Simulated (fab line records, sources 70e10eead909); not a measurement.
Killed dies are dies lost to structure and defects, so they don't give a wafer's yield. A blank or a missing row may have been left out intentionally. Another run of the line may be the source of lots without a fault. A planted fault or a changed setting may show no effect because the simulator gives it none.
8D (eight disciplines) problem report, filled in by code || flow nand harc || the parts of the form that need people (team, actions taken, sign-off) are left out

1. PROBLEM STATEMENT
Wafers with no fault read 1003 nm with a standard deviation of 11, whereas thk nm at NHARC_A_ONON_D1_THK_MEAS_24 reads a mean of 1150 nm on 1 wafer of 1 lot. That is +13 standard deviations from the usual mean.
The step: measures by ellipsometry.
Seen first at day 11 12:11 on film metro-02, wafer L572.6. The record has a number at this step for 39 wafers belonging to 13 lots. Rule for "out" (also "out of limits"): further than 4 standard deviations from the usual mean. Any other wafer with a number is counted as sound.

2. WHAT THIS IS AND IS NOT
{"question": "which readings at this step", "is": "thk nm", "is not": "-"}
{"question": "which lots", "is": "L572", "is not": "L561, L562, L563, L564, L566, L567, L568, L573, L580, L581, L583, L584"}
{"question": "which wafers of those lots", "is": "L572.6", "is not": "L572.3, L572.5"}
{"question": "read on which gauges", "is": "film metro-02", "is not": "film metro-01"}
{"question": "when", "is": "from day 11 12:11", "is not": "up to then (26 sound wafers); but 12 sound wafers of L580, L581, L583, L584 came after"}

3. SUSPECTS, AND WHAT RULES EACH OUT
Counting: any tool at a process step up to the reading remains a suspect provided it ran every lot that is out. Sound lots after the first of them don't rule it out here, since some wafers of a struck lot are sound.
- the gauge at NHARC_A_ONON_D1_THK_MEAS_24: kept. All the wafers that are out were read on film metro-02, and no step on other tools shows them out.
- pvd sputter-01 at NHARC_P_BONDPAD_PVD_27 (deposits Cu, target thk 30 nm, time 20.49 s): kept. It processed L572, the lot that is out, at day 10 17:31, and its most recent sound lot before then was L568 at day 9 11:02. With no start given for some of its lots, NHARC_P_BONDPAD_PVD_27 uses the hours and lot order of NHARC_A_ONON_D1_THK_MEAS_08.
- pecvd onon-02 at NHARC_A_ONON_D1_DEP_22 (target thk 1000 nm): kept. It processed L572, the lot that is out, at day 11 11:47, and its most recent sound lot before then was L566 at day 9 03:43.
After the count, these remain: pvd sputter-01 at NHARC_P_BONDPAD_PVD_27, pecvd onon-02 at NHARC_A_ONON_D1_DEP_22 and film metro-02 at NHARC_A_ONON_D1_THK_MEAS_24.

4. THE CAUSE (what the simulator had put in)
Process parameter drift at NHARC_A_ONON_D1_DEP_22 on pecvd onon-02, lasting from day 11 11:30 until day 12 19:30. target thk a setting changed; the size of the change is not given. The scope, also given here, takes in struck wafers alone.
3 suspects survive the count, and this tool is in that group.

5. THE CHAIN OF EFFECTS, in route order
Each row: a reading where the mean over the struck wafers with a number is more than 3 standard deviations away from the usual. Readings are gone through only where the record gives a usual standard deviation; hours: the median, over the lots, of the time from a lot's start at the first step in this table giving one to that lot's start at this step; sigmas: the change measured in usual standard deviations.
{"hours": 0, "step": "NHARC_A_ONON_D1_THK_MEAS_24", "reading": "thk nm", "usual": "1003 nm", "on struck wafers": 1150, "change": "+147", "sigmas": "+13"}

6. HOW IT WOULD HAVE BEEN CAUGHT EARLIER
In this record the first reading out of limits at a measuring or inspecting step was taken at day 11 12:11, 1 hour after the fault began at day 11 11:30.
No tool reading at NHARC_A_ONON_D1_DEP_22 that has a usual standard deviation in the record was out on any struck wafer, so an alarm limit of 4 standard deviations on those readings would not have fired.
By day 11 12:11, every lot that is out (1) had started NHARC_A_ONON_D1_DEP_22 on pecvd onon-02. None of them would have been spared by holding the tool at that moment.
